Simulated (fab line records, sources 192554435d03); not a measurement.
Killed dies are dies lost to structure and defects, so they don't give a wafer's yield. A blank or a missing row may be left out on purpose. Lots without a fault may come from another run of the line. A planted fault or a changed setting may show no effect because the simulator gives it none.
fab line records | flow n5_finfet | part 1 of 2: steps 1 to 3 of 6
record lots=21 wafers=63 last_day=17
route steps=1938 shown BEOL_M14@1751 BEOL_M15@1786
lots that met no fault: from a run of the same line without faults
start_h: hours from the record's first day to the start of the lot's first wafer shown | wait_h: hours since the lot's step before | " the same as in the row above | L1.1+2: a row that stands for several wafers | - no value, or no start given | * or withheld: withheld | < > ~ a bound
route shown NAME@n: a module of which the file shows steps, and the number in the route of the first | usual: mean/standard deviation of fault-free wafers | same: alike in all rows | chamber/n: place in a boat | sites: the reading at each site | _std_site: their standard deviation | _edge_site: outer sites' mean less inner sites' | radius_mm: how far each site lies from the wafer's centre | mask NAME#n: copy n | behind: the tool/chamber that last shaped the wafer | hold: why the lot was held/for how many hours/how that ended | device: the transistor (n, p or np) that didn't switch | end of line: the same wafers' tests at the end of the route | a step without rows: its recipe alone | killed: dies lost to structure and defects at the first sort, not the wafer's yield | map: a wafer's dies, x killed, . not, _ none there
set.NAME: the setting as run; set.NAME@STEP: as run at that earlier step | model.NAME: the simulator's own value behind a step, which no gauge read
steps of the route over a sample of lots; a table a step, a row a wafer
services: from which hour (start_h, from the record's first day; less than 0 if before it) a tool's chamber was out of use, for how many hours, and why
## steps
# step N5_BEOL_M14_ETCH_68
# recipe chemistry=N2/H2 target=SOC mask_material=SiARC source_w=3000 bias_w=350 temp_c=40 time_s=450 ion_energy_ev=200 pressure_mtorr=30 n2_flow_sccm=200 h2_flow_sccm=200
# usual drypump_motor_current_A=5.5/0.5 oes_product_au=0.77/0.079 rf_vpp_V=524.0/2.8 showerhead_plenum_p_Torr=2.54/0.1 throttle_valve_pct=17.89/0.19
# columns lot.wafer tool chamber start_h wait_h drypump_motor_current_A oes_product_au rf_hours_counter_h rf_vpp_V showerhead_plenum_p_Torr throttle_valve_pct
L074.1 rie_diel-06 1 242.51 0.1 5.6 0.71 210 524.8 2.52 18.24
L074.4 " 0 " " 4.8 0.74 179 521.7 2.41 17.64
L074.6 " 2 " " 5.3 0.72 - 522.9 2.52 18.08
L077.2 rie_diel-04 0 255.22 0.1 5.7 0.67 239 526.7 2.62 18.00
L077.3 " 2 " " 6.3 0.83 83 522.0 2.47 17.93
L077.5 " 3 " " 5.1 0.73 - 523.6 2.53 17.89
L078.1 rie_diel-04 2 270.20 0.1 6.3 0.82 87 521.9 2.47 17.95
L078.2 " 1 " " 5.9 0.73 211 520.1 2.43 17.80
L078.3 " 3 " " 5.1 0.73 158 523.9 2.53 17.88
L079.3 rie_diel-06 2 270.35 0.1 5.3 0.71 219 524.2 2.52 18.09
L079.4 " 0 " " 4.8 0.74 190 521.2 2.41 17.67
L079.5 " 1 " " 5.6 0.70 - 522.6 2.51 18.24
L081.2 rie_diel-04 1 272.29 0.1 5.9 0.72 212 520.5 2.43 17.80
L081.3 " 2 " " 6.3 0.81 88 522.3 2.47 17.94
L081.4 " 3 " " 5.0 0.73 159 521.5 2.53 17.89
L080.2 rie_diel-06 2 281.41 0.1 5.3 0.71 222 524.1 2.52 18.10
L080.3 " 0 " " 4.8 0.73 194 521.0 2.41 17.67
L080.6 " 2 " " 5.3 0.70 - 522.7 2.52 18.10
L083.1 rie_diel-06 3 282.25 0.1 4.9 0.90 38 527.5 2.70 17.87
L083.5 " 0 " " 4.8 0.73 - 521.0 2.41 17.67
L083.6 " 3 " " 4.8 0.89 - 528.5 2.70 17.86
L082.1 rie_diel-04 2 282.89 0.1 6.3 0.81 92 521.6 2.46 17.96
L082.4 " 3 " " 5.0 0.72 163 524.7 2.53 17.90
L082.5 " 3 " " 5.1 0.73 - 522.9 2.53 17.89
L084.1 rie_diel-06 0 297.93 0.1 4.8 0.71 200 520.9 2.41 17.69
L084.2 " 2 " " 5.3 0.70 228 523.7 2.51 18.12
L084.4 " 1 " " 5.6 0.69 230 523.1 2.51 18.26
L086.1 rie_diel-04 0 311.58 0.1 5.7 0.98 0 526.1 2.61 17.62
L086.2 " 3 " " 5.1 0.71 175 525.2 2.52 17.91
L086.4 " 1 " " 5.8 0.71 227 519.1 2.42 17.83
L087.2 rie_diel-05 2 317.77 0.1 5.4 0.80 101 528.7 2.69 17.75
L087.4 " 0 " " 5.9 0.72 172 527.5 2.63 18.04
L087.5 " 0 " " 5.9 0.71 - 527.7 2.63 18.03
L085.3 rie_diel-04 2 317.94 0.1 6.3 0.79 105 521.2 2.46 17.98
L085.4 " 1 " " 5.8 0.70 229 520.9 2.42 17.84
L085.5 " 0 " " 5.7 0.98 - 525.4 2.61 17.63
L088.3 rie_diel-05 2 318.35 0.1 5.3 0.80 102 526.9 2.69 17.75
L088.4 " 0 " " 5.8 0.71 173 525.9 2.63 18.04
L088.5 " 2 " " 5.4 0.81 - 527.4 2.69 17.76
L089.1 rie_diel-06 2 326.96 0.1 5.3 0.69 239 521.7 2.51 18.13
L089.2 " 0 " " 4.8 0.72 210 520.5 2.40 17.71
L089.6 " 3 " " 4.9 0.87 - 527.2 2.70 17.87
L090.1 rie_diel-06 2 339.84 0.1 5.3 0.68 244 521.3 2.51 18.13
L090.4 " 3 " " 4.9 0.87 - 528.2 2.69 17.90
L090.5 " 2 " " 5.3 0.69 - 523.1 2.51 18.13
L091.3 rie_diel-05 3 340.40 0.1 6.4 0.89 32 528.0 2.69 17.49
L091.4 " 1 " " 5.1 0.81 99 521.0 2.45 17.70
L091.5 " 2 " " 5.4 0.80 - 526.8 2.68 17.77
L092.1 rie_diel-04 2 350.44 0.1 6.3 0.78 116 522.1 2.45 18.00
L092.2 " 3 " " 5.1 0.71 185 522.7 2.52 17.94
L092.5 " 2 " " 6.3 0.78 - 522.3 2.45 18.01
L093.3 rie_diel-06 1 366.53 0.1 5.6 0.68 247 522.7 2.50 18.29
L093.4 " 1 " " 5.6 0.69 - 522.8 2.50 18.30
L093.6 " 0 " " 4.8 0.70 - 521.1 2.40 17.73
L096.3 rie_diel-04 0 377.53 0.1 5.8 0.90 25 524.4 2.60 17.66
L096.5 " 0 " " 5.8 0.90 - 526.0 2.60 17.67
L096.6 " 2 " " 6.3 0.77 - 521.5 2.45 18.00
L097.1 rie_diel-05 1 377.76 0.1 5.1 0.81 107 520.8 2.45 17.72
L097.2 " 0 " " 5.9 0.71 189 526.4 2.62 18.07
L097.5 " 3 " " 6.4 0.88 - 527.7 2.69 17.53
L095.1 rie_diel-05 0 381.90 0.1 5.9 0.71 191 526.3 2.62 18.07
L095.4 " 3 " " 6.4 0.88 44 529.7 2.68 17.52
L095.6 " 0 " " 5.9 0.71 - 525.9 2.62 18.08
# step N5_BEOL_M15_DESCUM_15
# recipe chemistry=O2 time_s=7.9 source_power_w=50 bias_power_w=20 pressure_mtorr=20 rf_frequency_hz=2.712e+07 temp_c=40 o2_flow_sccm=225
# usual drypump_motor_current_A=5.9/0.45 o2_flow_sccm=225.0/0.66 oes_product_au=0.77/0.081 rf_vpp_V=243.6/1.2 showerhead_plenum_p_Torr=2.13/0.063 throttle_valve_pct=20.38/0.18
# columns lot.wafer tool chamber start_h wait_h drypump_motor_current_A o2_flow_sccm oes_product_au rf_hours_counter_h rf_vpp_V showerhead_plenum_p_Torr throttle_valve_pct
L074.1 rie_diel-02 3 246.72 0.1 5.6 224.4 0.92 23 245.1 2.23 20.15
L074.4 " 1 " " 5.8 224.8 0.74 - 243.6 2.10 20.29
L074.6 " 3 " " 5.6 224.2 0.92 - 244.2 2.23 20.14
L077.2 rie_diel-03 3 261.70 0.0 5.9 224.9 0.70 202 243.5 2.17 20.70
L077.3 " 2 " " 4.9 224.3 0.85 37 242.0 2.03 20.09
L077.5 " 1 " " 6.1 223.9 0.72 - 244.9 2.15 20.40
L078.1 rie_diel-03 0 277.55 0.0 6.7 225.0 0.74 148 242.7 2.10 20.53
L078.2 " 2 " " 4.8 225.1 0.83 42 242.0 2.03 20.10
L078.3 " 3 " " 5.9 224.6 0.70 207 243.7 2.17 20.70
L079.3 rie_diel-02 3 278.02 0.1 5.6 224.8 0.89 37 246.2 2.23 20.18
L079.4 " 3 " " 5.6 224.6 0.88 - 245.0 2.23 20.16
L079.5 " 1 " " 5.8 224.1 0.72 - 244.2 2.09 20.32
L081.2 rie_diel-02 3 278.47 0.1 5.6 225.3 0.89 38 245.2 2.23 20.16
L081.3 " 1 " " 5.7 225.4 0.72 190 241.9 2.09 20.33
L081.4 " 1 " " 5.7 225.3 0.73 - 242.7 2.09 20.31
L080.2 rie_diel-02 1 284.98 0.0 5.8 224.6 0.72 193 242.4 2.09 20.33
L080.3 " 2 " " 6.5 225.2 0.70 234 242.3 2.05 20.60
L080.6 " 3 " " 5.6 224.4 0.88 - 244.6 2.23 20.16
L083.1 rie_diel-02 2 285.63 0.0 6.4 225.1 0.70 234 242.3 2.05 20.59
L083.5 " 1 " " 5.7 224.5 0.71 - 242.7 2.09 20.33
L083.6 " 2 " " 6.4 225.0 0.69 - 241.7 2.05 20.60
L082.1 rie_diel-01 1 286.34 0.0 5.9 223.7 0.83 79 243.8 2.23 20.43
L082.4 " 3 " " 6.2 225.3 0.72 220 241.9 2.08 20.53
L082.5 " 0 " " 5.8 225.5 0.86 - 243.1 2.10 20.28
L084.1 rie_diel-01 3 301.97 0.0 6.3 224.1 0.71 225 242.1 2.08 20.54
L084.2 " 1 " " 5.9 224.1 0.83 83 244.3 2.23 20.45
L084.4 " 1 " " 5.9 224.3 0.83 - 244.7 2.23 20.43
L086.1 rie_diel-02 2 316.41 0.0 6.5 224.7 0.68 245 242.0 2.05 20.61
L086.2 " 1 " " 5.7 227.1 0.71 204 243.1 2.09 20.35
L086.4 " 3 " " 5.6 223.6 0.86 51 245.5 2.22 20.19
L087.2 rie_diel-03 3 323.90 0.1 5.9 223.2 0.69 219 243.2 2.16 20.73
L087.4 " 1 " " 6.1 224.7 0.72 213 243.9 2.14 20.45
L087.5 " 3 " " 5.9 224.6 0.69 - 244.0 2.16 20.72
L085.3 rie_diel-02 1 324.44 0.0 5.8 225.1 0.71 207 242.3 2.09 20.35
L085.4 " 0 " " 5.1 224.7 0.94 - 244.4 2.15 20.18
L085.5 " 3 " " 5.6 225.3 0.87 - 244.3 2.22 20.19
L088.3 rie_diel-03 2 326.10 0.0 4.8 225.1 0.82 58 243.0 2.02 20.14
L088.4 " 3 " " 5.9 225.2 0.69 220 243.5 2.16 20.72
L088.5 " 2 " " 4.9 224.8 0.83 - 240.9 2.02 20.13
L089.1 rie_diel-03 1 333.27 0.0 6.1 225.7 0.71 215 243.8 2.14 20.47
L089.2 " 3 " " 5.9 223.4 0.69 222 245.7 2.16 20.73
L089.6 " 3 " " 6.0 225.2 0.69 - 245.4 2.16 20.73
L090.1 rie_diel-01 0 349.16 0.0 5.8 225.0 0.83 75 244.1 2.09 20.29
L090.4 " 3 " " 6.3 225.8 0.70 242 243.4 2.07 20.53
L090.5 " 3 " " 6.3 225.4 0.70 - 242.6 2.08 20.56
L091.3 rie_diel-02 3 349.61 0.2 5.6 225.2 0.85 - 245.4 2.22 20.20
L091.4 " 1 " " 5.8 224.6 0.70 - 244.1 2.08 20.36
L091.5 " 3 " " 5.6 224.9 0.85 - 243.4 2.22 20.21
L092.1 rie_diel-02 3 357.31 0.0 5.6 224.6 0.85 63 244.7 2.22 20.22
L092.2 " 1 " " 5.8 225.2 0.70 220 241.2 2.08 20.36
L092.5 " 3 " " 5.6 225.8 0.85 - 246.1 2.22 20.21
L093.3 rie_diel-01 1 370.34 0.2 5.9 225.3 0.80 104 245.8 2.22 20.45
L093.4 " 0 " " 5.8 225.9 0.82 80 242.0 2.09 20.32
L093.6 " 2 " " 5.7 224.7 0.69 - 242.8 2.15 20.19
L096.3 rie_diel-01 0 381.13 0.0 5.8 223.9 0.82 84 244.4 2.09 20.32
L096.5 " 0 " " 5.8 225.3 0.82 - 243.3 2.09 20.34
L096.6 " 1 " " 5.9 223.9 0.80 - 243.7 2.22 20.49
L097.1 rie_diel-02 1 382.32 0.4 5.8 224.5 0.69 229 242.2 2.08 20.37
L097.2 " 0 " " 5.1 225.4 0.91 19 244.5 2.15 20.20
L097.5 " 3 " " 5.6 225.9 0.84 - 245.7 2.21 20.23
L095.1 rie_diel-01 2 385.46 0.0 5.7 223.2 0.67 247 243.8 2.15 20.19
L095.4 " 2 " " 5.7 225.5 0.68 - 244.8 2.15 20.19
L095.6 " 1 " " 5.9 224.7 0.80 - 245.2 2.22 20.49
# step N5_BEOL_M15_ETCH_57
# recipe chemistry=N2/H2 target=SOC source_w=3000 bias_w=350 time_s=750 ion_energy_ev=200 pressure_mtorr=30 n2_flow_sccm=200 h2_flow_sccm=200
# usual drypump_motor_current_A=5.8/0.48 oes_product_au=0.77/0.086 rf_vpp_V=524.9/2.1 showerhead_plenum_p_Torr=2.58/0.071 throttle_valve_pct=17.71/0.23
# columns lot.wafer tool chamber start_h wait_h drypump_motor_current_A oes_product_au rf_hours_counter_h rf_vpp_V showerhead_plenum_p_Torr throttle_valve_pct
L074.1 rie_diel-02 3 247.32 - 5.6 0.92 23 529.3 2.72 17.45
L074.4 " 1 " " 5.8 0.74 - 522.3 2.53 17.56
L074.6 " 0 " " 5.1 0.69 - 526.4 2.59 17.84
L077.2 rie_diel-03 2 262.30 - 4.9 0.86 37 522.5 2.48 17.48
L077.3 " 3 " " 5.9 0.71 202 527.6 2.63 18.01
L077.5 " 1 " " 6.1 0.72 - 525.3 2.64 17.88
L078.1 rie_diel-03 0 278.21 - 6.8 0.74 149 525.3 2.55 18.00
L078.2 " 2 " " 4.9 0.84 42 523.1 2.48 17.50
L078.3 " 3 " " 5.9 0.70 208 525.9 2.63 18.06
L079.3 rie_diel-03 1 278.73 - 6.1 0.72 199 526.9 2.63 17.89
L079.4 " 0 " " 6.8 0.74 149 524.2 2.55 18.00
L079.5 " 2 " " 4.9 0.85 - 522.4 2.48 17.49
L081.2 rie_diel-02 1 279.10 - 5.8 0.73 190 523.7 2.53 17.59
L081.3 " 2 " " 6.5 0.69 231 522.5 2.53 18.16
L081.4 " 3 " " 5.6 0.90 - 527.9 2.71 17.44
L080.2 rie_diel-01 0 285.58 - 5.8 0.85 53 525.9 2.57 17.72
L080.3 " 2 " " 5.7 0.70 228 526.1 2.63 17.59
L080.6 " 2 " " 5.7 0.70 - 526.0 2.63 17.60
L083.1 rie_diel-02 3 286.23 - 5.6 0.90 41 528.1 2.71 17.44
L083.5 " 2 " " 6.5 0.70 - 522.1 2.53 18.19
L083.6 " 1 " " 5.8 0.72 - 521.5 2.52 17.58
L082.1 rie_diel-02 2 286.99 - 6.5 0.70 235 522.5 2.53 18.18
L082.4 " 1 " " 5.7 0.71 - 523.4 2.52 17.60
L082.5 " 3 " " 5.7 0.88 - 527.3 2.71 17.46
L084.1 rie_diel-02 1 302.62 - 5.8 0.71 200 524.4 2.52 17.60
L084.2 " 0 " " 5.1 0.96 3 526.2 2.59 17.36
L084.4 " 3 " " 5.6 0.87 48 529.5 2.70 17.48
L086.1 rie_diel-03 0 317.01 - 6.8 0.72 161 524.6 2.54 18.01
L086.2 " 1 " " 6.1 0.70 211 526.3 2.63 17.90
L086.4 " 2 " " 4.9 0.84 56 522.4 2.48 17.54
L087.2 rie_diel-01 3 324.53 - 6.3 0.70 233 522.8 2.50 17.84
L087.4 " 0 " " 5.8 0.84 - 524.9 2.56 17.74
L087.5 " 1 " " 5.9 0.82 - 527.6 2.66 17.56
L085.3 rie_diel-03 3 325.04 - 6.0 0.69 220 523.6 2.62 18.07
L085.4 " 1 " " 6.1 0.70 213 526.1 2.63 17.90
L085.5 " 1 " " 6.1 0.70 - 525.9 2.63 17.89
L088.3 rie_diel-02 0 326.74 - 5.1 0.94 10 525.3 2.58 17.38
L088.4 " 0 " " 5.1 0.94 - 523.3 2.58 17.36
L088.5 " 1 " " 5.8 0.71 - 523.4 2.52 17.59
L089.1 rie_diel-03 3 333.87 - 6.0 0.69 222 525.6 2.62 18.07
L089.2 " 0 " " 6.7 0.72 166 524.3 2.54 18.02
L089.6 " 3 " " 5.9 0.68 - 526.5 2.62 18.06
L090.1 rie_diel-01 2 349.76 - 5.7 0.68 235 526.1 2.62 17.63
L090.4 " 1 " " 5.9 0.81 98 527.4 2.65 17.57
L090.5 " 3 " " 6.3 0.69 - 522.3 2.50 17.87
L091.3 rie_diel-02 1 351.42 - 5.8 0.71 - 523.7 2.51 17.62
L091.4 " 1 " " 5.8 0.70 - 523.7 2.51 17.63
L091.5 " 1 " " 5.8 0.71 - 522.0 2.51 17.63
L092.1 rie_diel-02 1 357.91 - 5.8 0.70 220 524.4 2.51 17.63
L092.2 " 3 " " 5.6 0.84 64 527.9 2.70 17.50
L092.5 " 2 " " 6.4 0.97 - 523.0 2.52 17.72
L093.3 rie_diel-02 3 370.93 - 5.6 0.85 68 527.2 2.70 17.51
L093.4 " 0 " " 5.1 0.93 15 523.6 2.58 17.38
L093.6 " 0 " " 5.1 0.93 - 525.6 2.58 17.38
L096.3 rie_diel-02 0 381.78 - 5.1 0.92 19 525.3 2.58 17.39
L096.5 " 3 " " 5.6 0.83 - 528.1 2.69 17.51
L096.6 " 2 " " 6.5 0.93 - 523.3 2.52 17.71
L097.1 rie_diel-03 1 382.96 - 6.1 0.69 228 524.4 2.62 17.92
L097.2 " 2 " " 4.9 0.81 73 521.4 2.47 17.55
L097.5 " 1 " " 6.1 0.69 - 525.7 2.62 17.93
L095.1 rie_diel-01 2 386.06 - 5.7 0.69 247 527.0 2.62 17.63
L095.4 " 0 " " 5.8 0.81 - 523.8 2.56 17.77
L095.6 " 2 " " 5.7 0.68 - 526.1 2.62 17.62
